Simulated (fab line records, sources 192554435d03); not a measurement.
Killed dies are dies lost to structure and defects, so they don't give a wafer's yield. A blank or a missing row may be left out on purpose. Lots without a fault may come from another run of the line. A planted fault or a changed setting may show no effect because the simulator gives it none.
Split-lot experiment | flow n5_finfet | 7 lots, 39 wafers read, on a route of 1938 steps

THE SPLIT
At N5_MOL_CONTACT_COAG_ETCH_110 (etches Si in CF4/O2, target depth 2.5 nm, time 8 s), the setting bias_w was moved away from the recipe's 12 W on 18 of the 39 wafers read, by -18.7% to +18.8%. The other wafers ran this setting at the recipe's value.

The reading is taken at the split's own step.

THE READING
rf_vpp_V, in V, at N5_MOL_CONTACT_COAG_ETCH_110 (etches Si in CF4/O2, target depth 2.5 nm, time 8 s). Fault-free wafers of this fab line usually give 129.1 V, standard deviation 2.2 V.

wafer  | tool, chamber at the split | bias_w as run, W | against the recipe | rf_vpp_V, V | against lot-mates on the recipe
L077.1 | rie_diel-03, 0             | 12               | recipe             | 126.9       | -
L077.2 | rie_diel-03, 1             | 12               | recipe             | 131.8       | -
L077.3 | rie_diel-03, 2             | 14.25            | +18.8%             | 151.8       | +21.7
L077.4 | rie_diel-03, 3             | 14.25            | +18.8%             | 149.1       | +19.0
L077.5 | rie_diel-03, 1             | 12               | recipe             | 131.6       | -
L077.6 | rie_diel-03, 2             | 14.25            | +18.8%             | 152.7       | +22.6
L079.1 | rie_diel-01, 2             | 10.2             | -15.0%             | 110.9       | -18.5
L079.2 | rie_diel-01, 1             | 10.2             | -15.0%             | 110.5       | -18.9
L079.3 | rie_diel-01, 0             | 10.2             | -15.0%             | 111.6       | -17.8
L079.4 | rie_diel-01, 3             | 12               | recipe             | 130.7       | -
L079.5 | rie_diel-01, 2             | 12               | recipe             | 128.1       | -
L079.6 | rie_diel-01, 3             | 12               | recipe             | 129.4       | -
L080.1 | rie_diel-05, 2             | 12               | recipe             | 129.1       | -
L080.2 | rie_diel-05, 1             | 12               | recipe             | 126.9       | -
L080.3 | rie_diel-05, 3             | 12               | recipe             | 124.5       | -
L080.4 | rie_diel-05, 1             | 12.81            | +6.8%              | 134.1       | +7.3
L080.5 | rie_diel-05, 2             | 12.81            | +6.8%              | 135.2       | +8.4
L080.6 | rie_diel-05, 3             | 12.81            | +6.8%              | 132.1       | +5.3
L083.1 | rie_diel-05, 1             | 12               | recipe             | 127.1       | -
L083.2 | rie_diel-05, 3             | 10.27            | -14.4%             | 111.0       | -17.1
L083.3 | rie_diel-05, 0             | 12               | recipe             | 128.9       | -
L083.4 | rie_diel-05, 2             | 12               | recipe             | 128.3       | -
L083.5 | rie_diel-05, 1             | 10.27            | -14.4%             | 112.5       | -15.6
L083.6 | rie_diel-05, 0             | 10.27            | -14.4%             | 113.1       | -15.0
L086.1 | rie_diel-01, 0             | 12               | recipe             | 128.9       | -
L086.2 | rie_diel-01, 3             | 12               | recipe             | 131.2       | -
L086.3 | rie_diel-01, 1             | 9.759            | -18.7%             | 106.4       | -23.5
L086.4 | rie_diel-01, 2             | 12               | recipe             | 129.6       | -
L086.5 | rie_diel-01, 1             | 9.759            | -18.7%             | 107.2       | -22.7
L086.6 | rie_diel-01, 2             | 9.759            | -18.7%             | 108.0       | -21.9
L087.1 | rie_diel-03, 1             | 12               | recipe             | 131.5       | -
L087.2 | rie_diel-03, 2             | 9.9              | -17.5%             | 112.6       | -18.1
L087.3 | rie_diel-03, 3             | 9.9              | -17.5%             | 112.1       | -18.6
L087.4 | rie_diel-03, 3             | 12               | recipe             | 128.9       | -
L087.5 | rie_diel-03, 1             | 9.9              | -17.5%             | 111.3       | -19.4
L087.6 | rie_diel-03, 2             | 12               | recipe             | 131.6       | -
L090.2 | rie_diel-05, 0             | 12               | recipe             | 130.8       | -
L090.4 | rie_diel-05, 3             | 12               | recipe             | 125.0       | -
L090.5 | rie_diel-05, 1             | 12               | recipe             | 127.9       | -

THE FIT
A straight line over all 39 wafers: rf_vpp_V changes by +1.12 V for each +1% of bias_w; r = +0.98; the points scatter about the line by 2.1 V.
The same after taking each lot's own level away (the mean of its wafers on the recipe; 39 wafers): +1.14 V for each +1%; r = +0.99; scatter 1.6 V.
On that fit, the largest move of bias_w shifts the reading by 21 V.
The lots' own levels span 126.83 to 130.67 V, that is 1.7 times the standard deviation above.
So the lot-to-lot level changes the slope little: the two slopes agree.
Check: with one of the wafers moved furthest among these (+18.8%) left out of the fit, the line predicts +21.1 V for it against its lot-mates. It came out at +21.7 V against them.
Tool readings at the split's step, against how far the setting was moved: rf_vpp_V r = +0.98.

OTHER SPLITS ON THESE WAFERS
These wafers also went through other splits before the reading. Each is held against what the fit with the lots' levels taken away leaves over:
other split on the same wafers | wafers away from the commonest value | r with rf_vpp_V (lot level and that fit taken away)
N5_GATE_CUT_HM_DEP_46 time_s   | 15                                   | -0.03

THE FILE'S OWN FIT
rf_vpp_V changes by +1.14 V for each +1% of bias_w, r = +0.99.
